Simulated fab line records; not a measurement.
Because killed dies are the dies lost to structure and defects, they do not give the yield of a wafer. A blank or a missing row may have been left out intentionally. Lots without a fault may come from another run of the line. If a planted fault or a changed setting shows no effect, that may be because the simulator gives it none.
fab line records	flow n5-finfet
record lots=7	wafers=39
route steps=1938 shown BEOL_M12@1616 BEOL_M15@1809 PAD_METAL@1896 PASSIVATION@1897
start-h: hours from the record's opening day to when the first of the lot's shown wafers began	wait-h: time in hours since the lot's previous step	" repeats the value in the row above	L1.1+2: a row that stands for several wafers	- value missing, or start not given	* or withheld: withheld	< > ~ a bound
route shown NAME@n: NAME is a module with steps in the file, n the number in the route of the first one	usual: mean/standard deviation taken from wafers without a fault	same: alike in all rows	chamber/n: place in a boat	sites: per-site readings	_std_site: their standard deviation	_edge_site: the outer-site mean with the inner-site mean subtracted	radius-mm: for every site, how far away it sits from the centre of the wafer	mask NAME#n: copy n	behind: the most recent tool/chamber to have shaped the wafer	hold: reason for holding the lot/hours on hold/outcome of the hold	device: names the non-switching transistor (n, p or np)	end of line: tests of these same wafers at the route's end	step lacking rows: just its recipe	killed: not the wafer's yield, but the dies lost to structure and defects at the first sort	map: shows each die of a wafer: x if killed, . if not, _ if none is there
set.NAME: the run value of the setting; set.NAME@STEP: its run value at that earlier step	model.NAME: the simulator's own value behind a step, which no gauge read
lots run with intentionally changed settings; tables by step, rows by wafer
## steps
# step N5_BEOL_M12_ETCH_59
# recipe chemistry=N2/H2	target=BARC	target-depth-a=890	overetch-a=267	time-s=67.9	ion-energy-ev=200	pressure-mtorr=30	source-w=840	bias-w=150	n2-flow-sccm=200	h2-flow-sccm=200
lot.wafer	tool	chamber	start-h	wait-h	set.target-depth-a	model.coat_of_BEOL_M12_COAT_04.thk-nm	model.etch.depth-nm
L076.1	rie-diel-06	0	259.31	0.0	890	318.2	88.76
L076.4	"	3	"	"	890	321.8	88.51
L076.6	"	0	"	"	890	316.2	88.3
L078.1	rie-diel-03	0	260.91	0.0	605.3	331	88.97
L078.2	"	3	"	"	890	317.2	88.61
L078.3	"	1	"	"	890	316	88.99
L078.4	"	2	"	"	605.3	334.2	82.82
L078.5	"	2	"	"	605.3	335.6	82.66
L078.6	"	1	"	"	890	315.4	88.71
L082.1	rie-diel-06	1	283.75	0.0	890	316	89.55
L082.2	"	0	"	"	890	316	89.26
L082.3	"	3	"	"	703	330.6	89.15
L082.4	"	2	"	"	703	330.4	89.23
L082.5	"	1	"	"	703	328	89.43
L082.6	"	0	"	"	890	316.2	89.21
L089.1	rie-diel-03	1	334.96	0.0	890	318	89.08
L089.2	"	2	"	"	890	321.8	89.02
L089.3	"	3	"	"	890	317.4	89.05
L089.4	"	0	"	"	1355	289.4	89.16
L089.5	"	0	"	"	1355	289.6	89
L089.6	"	3	"	"	1355	293.6	88.95
L094.1	rie-diel-01	1	344.71	0.0	890	322.2	88.77
L094.2	"	2	"	"	451.7	342.8	71.76
L094.3	"	1	"	"	890	322	88.95
L094.4	"	2	"	"	890	320.2	88.76
L094.5	"	1	"	"	451.7	344.8	68.91
L094.6	"	2	"	"	451.7	341.4	71.28
L095.1	rie-diel-06	1	380.13	0.0	890	318	88.75
L095.2	"	0	"	"	890	316.8	89.09
L095.3	"	3	"	"	890	322.2	89.24
L095.4	"	3	"	"	890	319.8	89.08
L095.5	"	0	"	"	890	314.6	89.18
L095.6	"	1	"	"	890	315.8	88.94
L097.1	rie-diel-01	1	387.50	0.0	370.6	349	62.16
L097.2	"	0	"	"	370.6	350.4	60.16
L097.3	"	3	"	"	890	315.4	89.19
L097.4	"	2	"	"	370.6	347.2	63.69
L097.5	"	3	"	"	890	314.8	89.59
L097.6	"	0	"	"	890	323.2	89.31
# step N5_BEOL_M12_VIA_ETCH_16
# recipe chemistry=C4F8/O2/Ar	target=SiOC	pressure-mtorr=30	source-w=3000	bias-w=700	Ar_flow_sccm=400	C4F8_flow_sccm=15	O2_flow_sccm=8	he-inner-torr=15	he-outer-torr=30	target-depth-a=7248	time-s=withheld	ion-energy-ev=250	ends=cleared
lot.wafer	tool	chamber	start-h	wait-h	set.target-depth-a@BEOL_M12_ETCH_59	model.coat_of_BEOL_M12_COAT_04.thk-nm
L076.1	rie-diel-06	0	259.36	0.0	890	126.2
L076.4	"	3	"	"	890	128.2
L076.6	"	0	"	"	890	122.6
L078.1	rie-diel-03	0	260.97	0.0	605.3	140
L078.2	"	3	"	"	890	128.2
L078.3	"	1	"	"	890	127.8
L078.4	"	2	"	"	605.3	139.4
L078.5	"	2	"	"	605.3	145.4
L078.6	"	1	"	"	890	123.6
L082.1	rie-diel-06	1	283.80	0.0	890	121.6
L082.2	"	0	"	"	890	123.6
L082.3	"	3	"	"	703	138.8
L082.4	"	2	"	"	703	135.2
L082.5	"	1	"	"	703	130.8
L082.6	"	0	"	"	890	119.8
L089.1	rie-diel-03	1	335.01	0.0	890	123.6
L089.2	"	2	"	"	890	130.4
L089.3	"	3	"	"	890	123.2
L089.4	"	0	"	"	1355	91.2
L089.5	"	0	"	"	1355	90.6
L089.6	"	3	"	"	1355	99.4
L094.1	rie-diel-01	1	344.79	0.1	890	131.6
L094.2	"	2	"	"	451.7	149.4
L094.3	"	1	"	"	890	126.8
L094.4	"	2	"	"	890	124.8
L094.5	"	1	"	"	451.7	147.4
L094.6	"	2	"	"	451.7	150.8
L095.1	rie-diel-06	1	380.18	0.0	890	129
L095.2	"	0	"	"	890	128.2
L095.3	"	3	"	"	890	127.6
L095.4	"	3	"	"	890	129.2
L095.5	"	0	"	"	890	123
L095.6	"	1	"	"	890	122.6
L097.1	rie-diel-01	1	387.55	0.0	370.6	156.6
L097.2	"	0	"	"	370.6	158.8
L097.3	"	3	"	"	890	119.6
L097.4	"	2	"	"	370.6	150
L097.5	"	3	"	"	890	118.2
L097.6	"	0	"	"	890	129
# step N5_BEOL_M12_STRIP_63
# recipe chemistry=N2/H2	power-w=1000	temp-c=250	h2-frac=0.65	overash-fraction=0.3	pressure-mtorr=1000	n2-flow-sccm=1750	h2-flow-sccm=3250
# usual strip-time-to-endpoint-s=43.1/1.1
lot.wafer	tool	chamber	start-h	wait-h	set.target-depth-a@BEOL_M12_ETCH_59	strip-time-to-endpoint-s
L076.1	plasma-asher-02	1	259.56	-	890	43.3
L076.4	"	1	"	"	890	43.9
L076.6	"	1	"	"	890	42.4
L078.1	plasma-asher-01	0	261.16	-	605.3	47.0
L078.2	"	1	"	"	890	43.9
L078.3	"	1	"	"	890	43.7
L078.4	"	0	"	"	605.3	46.9
L078.5	"	1	"	"	605.3	48.5
L078.6	"	0	"	"	890	42.6
L082.1	plasma-asher-01	1	284.00	-	890	42.1
L082.2	"	0	"	"	890	42.7
L082.3	"	0	"	"	703	46.7
L082.4	"	1	"	"	703	45.8
L082.5	"	0	"	"	703	44.6
L082.6	"	1	"	"	890	41.6
L089.1	plasma-asher-01	1	335.21	-	890	42.7
L089.2	"	0	"	"	890	44.5
L089.3	"	1	"	"	890	42.5
L089.4	"	0	"	"	1355	33.8
L089.5	"	0	"	"	1355	33.6
L089.6	"	1	"	"	1355	36.0
L094.1	plasma-asher-01	0	345.38	-	890	44.8
L094.2	"	1	"	"	451.7	49.5
L094.3	"	1	"	"	890	43.5
L094.4	"	0	"	"	890	43.0
L094.5	"	0	"	"	451.7	49.0
L094.6	"	1	"	"	451.7	49.9
L095.1	plasma-asher-01	0	380.39	-	890	44.1
L095.2	"	1	"	"	890	43.9
L095.3	"	0	"	"	890	43.7
L095.4	"	1	"	"	890	44.1
L095.5	"	1	"	"	890	42.5
L095.6	"	0	"	"	890	42.4
L097.1	plasma-asher-02	1	387.75	-	370.6	51.4
L097.2	"	0	"	"	370.6	51.9
L097.3	"	1	"	"	890	41.6
L097.4	"	0	"	"	370.6	49.7
L097.5	"	0	"	"	890	41.2
L097.6	"	1	"	"	890	44.1
# step N5_BEOL_M15_TRENCH_ETCH_34
# recipe chemistry=C4F8/O2/Ar	target=SiO2	target-depth-a=8729.3	he-inner-torr=15	he-outer-torr=30	time-s=199	ion-energy-ev=800	pressure-mtorr=20	source-w=1905	bias-w=2040	Ar_flow_sccm=400	C4F8_flow_sccm=16	O2_flow_sccm=12
lot.wafer	tool	chamber	start-h	wait-h	set.time-s	model.etch.depth-nm	model.coat_of_BEOL_M15_COAT_22.thk-nm
L076.1	rie-diel-02	1	277.45	0.0	199	846.7	545.8
L076.4	"	2	"	"	199	898.1	529.4
L076.6	"	0	"	"	199	841.8	548
L078.1	rie-diel-02	2	284.24	0.0	117.9	525.9	606.8
L078.2	"	0	"	"	117.9	501.8	618.2
L078.3	"	3	"	"	117.9	518.8	610
L078.4	"	1	"	"	199	847.8	546
L078.5	"	0	"	"	199	841.8	549.4
L078.6	"	1	"	"	199	846.6	543.6
L082.1	rie-diel-02	3	314.49	0.0	199	876.8	536.2
L082.2	"	2	"	"	199	890.3	532.2
L082.3	"	1	"	"	199	844.6	546
L082.4	"	0	"	"	199	841.4	549
L082.5	"	0	"	"	199	845.8	548.8
L082.6	"	1	"	"	199	848.7	542.2
L089.1	rie-diel-04	3	352.21	0.0	278.7	1215	480.2
L089.2	"	0	"	"	199	866.8	545.6
L089.3	"	1	"	"	199	872.2	539.8
L089.4	"	2	"	"	199	883.2	541
L089.5	"	3	"	"	278.7	1210	481
L089.6	"	2	"	"	278.7	1240	468
L094.1	rie-diel-04	2	371.54	0.0	104.9	462.7	625.8
L094.2	"	1	"	"	104.9	456.2	627.2
L094.3	"	0	"	"	104.9	455.6	627.8
L094.4	"	3	"	"	199	862.6	549.2
L094.5	"	3	"	"	199	861.5	549.6
L094.6	"	0	"	"	199	866.6	545
L095.1	rie-diel-02	3	395.09	0.0	199	858.7	539.8
L095.2	"	1	"	"	199	831.5	548.2
L095.3	"	2	"	"	199	875.6	534.8
L095.4	"	2	"	"	199	874.5	535.4
L095.5	"	3	"	"	199	859.7	539.2
L095.6	"	1	"	"	199	826.6	547.2
L097.1	rie-diel-05	3	404.11	0.0	199	865.6	545.8
L097.2	"	0	"	"	199	912	531.2
L097.3	"	1	"	"	199	877.3	550.2
L097.4	"	2	"	"	288.4	1237	478.8
L097.5	"	0	"	"	288.4	1314	447.6
L097.6	"	3	"	"	288.4	1257	470.4
# step N5_BEOL_M15_STRIP_36
# recipe chemistry=O2	power-w=600	temp-c=60	pressure-mtorr=30	rf-frequency-hz=6e+07	bias-power-w=0	overash-fraction=0.3	o2-flow-sccm=225
# step N5_BEOL_M15_ECD_47
# recipe material=Cu	target-thk-a=18600
# step N5_BEOL_M15_ANNEAL_48
# recipe temp-c=225	time-s=90	ambient=N2
# step N5_BEOL_M15_CMP_49
# recipe stop-on=SiO2	t-overpolish-s=4.9	down-force-psi=2	platen-rpm=80	clearing-platen-down-force-psi=2	clearing-platen-rpm=80	post-cmp-clean=cu-alkaline	target-thk-nm=850	clearing-platen-pad-velocity-m-s=1.5917	pad-velocity-m-s=1.5917
lot.wafer	tool	chamber	start-h	wait-h	set.time-s@BEOL_M15_TRENCH_ETCH_34	model.Cu_of_BEOL_M15_ECD_47.thk-nm
L076.4	cmp-04	3	284.33	0.1	199	874.4
L076.1	"	1	"	"	199	823.6
L076.6	"	0	"	"	199	818.4
L078.3	cmp-03	1	286.19	0.2	117.9	495.4
L078.4	"	2	"	"	199	825.8
L078.1	"	3	"	"	117.9	501
L078.2	"	0	"	"	117.9	477
L078.5	"	1	"	"	199	818
L078.6	"	2	"	"	199	824.4
L082.3	cmp-03	3	317.67	0.2	199	821
L082.1	"	0	"	"	199	854
L082.2	"	1	"	"	199	866.6
L082.4	"	2	"	"	199	819.4
L082.5	"	3	"	"	199	822.2
L082.6	"	0	"	"	199	824
L089.3	cmp-04	0	354.31	0.2	199	850.4
L089.4	"	1	"	"	199	859.2
L089.2	"	2	"	"	199	843.4
L089.1	"	3	"	"	278.7	1191
L089.6	"	0	"	"	278.7	1217
L089.5	"	1	"	"	278.7	1187
L094.4	cmp-04	3	373.78	0.1	199	840.4
L094.2	"	0	"	"	104.9	435.4
L094.1	"	1	"	"	104.9	441.6
L094.3	"	2	"	"	104.9	434.8
L094.6	"	3	"	"	199	843.6
L094.5	"	0	"	"	199	841.2
L095.4	cmp-01	1	397.34	0.1	199	850.8
L095.3	"	2	"	"	199	851
L095.2	"	3	"	"	199	806.6
L095.1	"	0	"	"	199	835.4
L095.6	"	1	"	"	199	801.8
L095.5	"	2	"	"	199	834.4
L097.2	cmp-03	3	405.72	0.2	199	887.4
L097.3	"	0	"	"	199	853.6
L097.4	"	1	"	"	288.4	1215
L097.1	"	2	"	"	199	842.4
L097.5	"	3	"	"	288.4	1289
L097.6	"	0	"	"	288.4	1234
# step N5_BEOL_M15_THK_MEAS_50
# recipe thk-meas-gauge=xrf	reads=Cu_of_BEOL_M15_ECD_47
# usual M15_THK=848/18
lot.wafer	tool	chamber	start-h	wait-h	set.time-s@BEOL_M15_TRENCH_ETCH_34	M15_THK[nm]
L076.1	film-metro-02	-	284.63	-	199	826
L076.4	"	-	"	"	199	878
L076.6	"	-	"	"	199	819
L078.1	film-metro-02	-	286.48	-	117.9	503
L078.2	"	-	"	"	117.9	479
L078.3	"	-	"	"	117.9	498
L078.4	"	-	"	"	199	831
L078.5	"	-	"	"	199	822
L078.6	"	-	"	"	199	831
L082.1	film-metro-01	-	317.97	-	199	861
L082.2	"	-	"	"	199	870
L082.3	"	-	"	"	199	822
L082.4	"	-	"	"	199	825
L082.5	"	-	"	"	199	829
L082.6	"	-	"	"	199	830
L089.1	film-metro-02	-	354.60	-	278.7	1201
L089.2	"	-	"	"	199	846
L089.3	"	-	"	"	199	853
L089.4	"	-	"	"	199	862
L089.5	"	-	"	"	278.7	1194
L089.6	"	-	"	"	278.7	1225
L094.1	film-metro-02	-	374.08	-	104.9	448
L094.2	"	-	"	"	104.9	442
L094.3	"	-	"	"	104.9	440
L094.4	"	-	"	"	199	849
L094.5	"	-	"	"	199	852
L094.6	"	-	"	"	199	858
L095.1	film-metro-02	-	397.63	-	199	841
L095.2	"	-	"	"	199	809
L095.3	"	-	"	"	199	855
L095.4	"	-	"	"	199	856
L095.5	"	-	"	"	199	835
L095.6	"	-	"	"	199	805
L097.1	film-metro-02	-	406.02	-	199	848
L097.2	"	-	"	"	199	895
L097.3	"	-	"	"	199	859
L097.4	"	-	"	"	288.4	1228
L097.5	"	-	"	"	288.4	1304
L097.6	"	-	"	"	288.4	1247
# step N5_BEOL_M15_PRE_CLEAN_52
# recipe gas=NH3	time-s=15	temp-c=withheld	rf-power-w=300
# step N5_BEOL_M15_DEP_53
# recipe material=SiCN	target-thk-a=500	temp-c=withheld	precursor=3MS/NH3	pressure-torr=3	rf-w=675	time-s=17.8
# step N5_BEOL_M15_RS_MEAS_54
# recipe thk-meas-gauge=four-point-probe	reads=Cu_of_BEOL_M15_ECD_47+Ta_of_BEOL_M15_SPUTTER_44+TaN_of_BEOL_M15_SPUTTER_43
# usual M15_RS=0.0217/0.00044
lot.wafer	tool	chamber	start-h	wait-h	set.time-s@BEOL_M15_TRENCH_ETCH_34	M15_RS[ohm/sq]
L076.1	film-metro-02	-	284.76	0.0	199	0.0222
L076.4	"	-	"	"	199	0.0210
L076.6	"	-	"	"	199	0.0224
L078.1	film-metro-01	-	286.61	0.0	117.9	0.0370
L078.2	"	-	"	"	117.9	0.0389
L078.3	"	-	"	"	117.9	0.0373
L078.4	"	-	"	"	199	0.0222
L078.5	"	-	"	"	199	0.0224
L078.6	"	-	"	"	199	0.0223
L082.1	film-metro-02	-	318.10	0.0	199	0.0214
L082.2	"	-	"	"	199	0.0211
L082.3	"	-	"	"	199	0.0223
L082.4	"	-	"	"	199	0.0224
L082.5	"	-	"	"	199	0.0223
L082.6	"	-	"	"	199	0.0222
L089.1	film-metro-02	-	354.73	0.0	278.7	0.0153
L089.2	"	-	"	"	199	0.0218
L089.3	"	-	"	"	199	0.0216
L089.4	"	-	"	"	199	0.0213
L089.5	"	-	"	"	278.7	0.0154
L089.6	"	-	"	"	278.7	0.0150
L094.1	film-metro-02	-	374.21	0.0	104.9	0.0422
L094.2	"	-	"	"	104.9	0.0427
L094.3	"	-	"	"	104.9	0.0429
L094.4	"	-	"	"	199	0.0218
L094.5	"	-	"	"	199	0.0218
L094.6	"	-	"	"	199	0.0217
L095.1	film-metro-02	-	397.79	0.1	199	0.0219
L095.2	"	-	"	"	199	0.0227
L095.3	"	-	"	"	199	0.0216
L095.4	"	-	"	"	199	0.0216
L095.5	"	-	"	"	199	0.0219
L095.6	"	-	"	"	199	0.0229
L097.1	film-metro-02	-	406.15	0.0	199	0.0218
L097.2	"	-	"	"	199	0.0206
L097.3	"	-	"	"	199	0.0215
L097.4	"	-	"	"	288.4	0.0150
L097.5	"	-	"	"	288.4	0.0141
L097.6	"	-	"	"	288.4	0.0148
# step N5_PASSIVATION_AL_DEP_21
# recipe material=Al	target-thk-a=28000	temp-c=400	time-s=170	power-w=30000	chamber-pressure-pa=0.4	gas=Ar
lot.wafer	tool	chamber	start-h	wait-h	set.time-s	model.Al_of_PASSIVATION_AL_DEP_21.thk-nm
L076.1	pvd-sputter-01	-	291.74	0.1	170	2779
L076.4	"	-	"	"	170	2796
L076.6	"	-	"	"	170	2780
L078.1	pvd-sputter-03	-	295.38	0.1	170	2826
L078.2	"	-	"	"	170	2830
L078.3	"	-	"	"	170	2848
L078.4	"	-	"	"	170	2803
L078.5	"	-	"	"	170	2833
L078.6	"	-	"	"	170	2813
L082.1	pvd-sputter-02	-	326.30	0.1	170	2855
L082.2	"	-	"	"	170	2808
L082.3	"	-	"	"	170	2874
L082.4	"	-	"	"	170	2805
L082.5	"	-	"	"	170	2806
L082.6	"	-	"	"	170	2857
L089.1	pvd-sputter-02	-	366.73	0.1	262.7	4302
L089.2	"	-	"	"	262.7	4362
L089.3	"	-	"	"	170	2790
L089.4	"	-	"	"	170	2843
L089.5	"	-	"	"	170	2853
L089.6	"	-	"	"	262.7	4290
L094.1	pvd-sputter-01	-	380.92	0.1	170	2835
L094.2	"	-	"	"	170	2808
L094.3	"	-	"	"	132.2	2203
L094.4	"	-	"	"	170	2803
L094.5	"	-	"	"	132.2	2192
L094.6	"	-	"	"	132.2	2217
L095.1	pvd-sputter-03	-	404.88	0.1	170	2777
L095.2	"	-	"	"	112.8	1864
L095.3	"	-	"	"	112.8	1886
L095.4	"	-	"	"	112.8	1896
L095.5	"	-	"	"	170	2805
L095.6	"	-	"	"	170	2794
L097.1	pvd-sputter-01	-	413.92	0.1	235.6	3874
L097.2	"	-	"	"	170	2769
L097.3	"	-	"	"	170	2776
L097.4	"	-	"	"	235.6	3900
L097.5	"	-	"	"	170	2780
L097.6	"	-	"	"	235.6	3862
# step N5_PASSIVATION_HMDS_23
# recipe time-s=60	temp-c=120
# step N5_PASSIVATION_COAT_24
# recipe spin-rpm=3000	resist-thk-nm=withheld
# step N5_PASSIVATION_DESCUM_32
# recipe chemistry=O2	time-s=7.9	source-power-w=50	bias-power-w=20	pressure-mtorr=20	rf-frequency-hz=2.712e+07	temp-c=40	o2-flow-sccm=225
# step N5_PASSIVATION_AL_ETCH_33
# recipe chemistry=Cl2/BCl3	target-depth-a=28000	over-etch-frac=0.15	Cl2_flow_sccm=180	bcl3-flow-sccm=60	target=Al	stop-on=TaN	time-s=466.7	ion-energy-ev=100	pressure-mtorr=10	icp-w=900	bias-w=100
# step N5_PASSIVATION_ETCH_59
# recipe chemistry=Cl2/BCl3	target=TaN	target-depth-a=650	time-s=34.9	ion-energy-ev=100	pressure-mtorr=10	icp-w=900	bias-w=100	Cl2_flow_sccm=60	bcl3-flow-sccm=30
# usual oes-product-au=0.82/0.069
lot.wafer	tool	chamber	start-h	wait-h	set.time-s@PASSIVATION_AL_DEP_21	oes-product-au
L076.1	rie-metal-02	1	292.91	0.3	170	0.81
L076.4	"	1	"	"	170	0.82
L076.6	"	0	"	"	170	0.84
L078.1	rie-metal-02	1	296.43	0.3	170	0.82
L078.2	"	0	"	"	170	0.83
L078.3	"	1	"	"	170	0.81
L078.4	"	0	"	"	170	0.83
L078.5	"	0	"	"	170	0.85
L078.6	"	1	"	"	170	0.81
L082.1	rie-metal-02	0	327.39	0.3	170	0.82
L082.2	"	1	"	"	170	0.80
L082.3	"	1	"	"	170	0.80
L082.4	"	0	"	"	170	0.82
L082.5	"	0	"	"	170	0.83
L082.6	"	1	"	"	170	0.79
L089.1	rie-metal-02	1	368.23	0.3	262.7	0.22
L089.2	"	0	"	"	262.7	0.22
L089.3	"	1	"	"	170	0.78
L089.4	"	0	"	"	170	0.81
L089.5	"	0	"	"	170	0.81
L089.6	"	1	"	"	262.7	0.22
L094.1	rie-metal-02	1	382.22	0.4	170	0.78
L094.2	"	0	"	"	170	0.81
L094.3	"	1	"	"	132.2	0.77
L094.4	"	0	"	"	170	0.81
L094.5	"	1	"	"	132.2	0.78
L094.6	"	0	"	"	132.2	0.81
L095.1	rie-metal-03	1	405.93	0.3	170	0.72
L095.2	"	0	"	"	112.8	0.84
L095.3	"	1	"	"	112.8	0.72
L095.4	"	0	"	"	112.8	0.84
L095.5	"	1	"	"	170	0.72
L095.6	"	0	"	"	170	0.85
L097.1	rie-metal-03	1	415.09	0.3	235.6	0.20
L097.2	"	0	"	"	170	0.84
L097.3	"	0	"	"	170	0.84
L097.4	"	1	"	"	235.6	0.20
L097.5	"	0	"	"	170	0.84
L097.6	"	1	"	"	235.6	0.19
## key
split step=N5_BEOL_M12_ETCH_59	setting=target-depth-a	stated=890	by=wafer
response step=N5_BEOL_M12_ETCH_59	reading=model.coat_of_BEOL_M12_COAT_04.thk-nm	change=-0.518	per=1%	r=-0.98
response step=N5_BEOL_M12_ETCH_59	reading=model.etch.depth-nm	shape=bent	at-lowest=62	at-stated=89	at-highest=89.04
response step=N5_BEOL_M12_VIA_ETCH_16	reading=model.coat_of_BEOL_M12_COAT_04.thk-nm	change=-0.539	per=1%	r=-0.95
response step=N5_BEOL_M12_STRIP_63	reading=strip-time-to-endpoint-s	change=*	per=1%	r=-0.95
split step=N5_BEOL_M15_TRENCH_ETCH_34	setting=time-s	stated=199	by=wafer
response step=N5_BEOL_M15_TRENCH_ETCH_34	reading=model.etch.depth-nm	change=+8.49	per=1%	r=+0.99
response step=N5_BEOL_M15_TRENCH_ETCH_34	reading=model.coat_of_BEOL_M15_COAT_22.thk-nm	change=-1.66	per=1%	r=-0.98
response step=N5_BEOL_M15_CMP_49	reading=model.Cu_of_BEOL_M15_ECD_47.thk-nm	change=+8.49	per=1%	r=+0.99
response step=N5_BEOL_M15_THK_MEAS_50	reading=M15_THK	change=+8.61	per=1%	r=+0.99
response step=N5_BEOL_M15_RS_MEAS_54	reading=M15_RS	change=-0.000288	per=1%	r=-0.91
split step=N5_PASSIVATION_AL_DEP_21	setting=time-s	stated=170	by=wafer
response step=N5_PASSIVATION_AL_DEP_21	reading=model.Al_of_PASSIVATION_AL_DEP_21.thk-nm	change=+27.6	per=1%	r=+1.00
response step=N5_PASSIVATION_ETCH_59	reading=oes-product-au	shape=bent	at-lowest=0.80	at-stated=0.81	at-highest=0.22
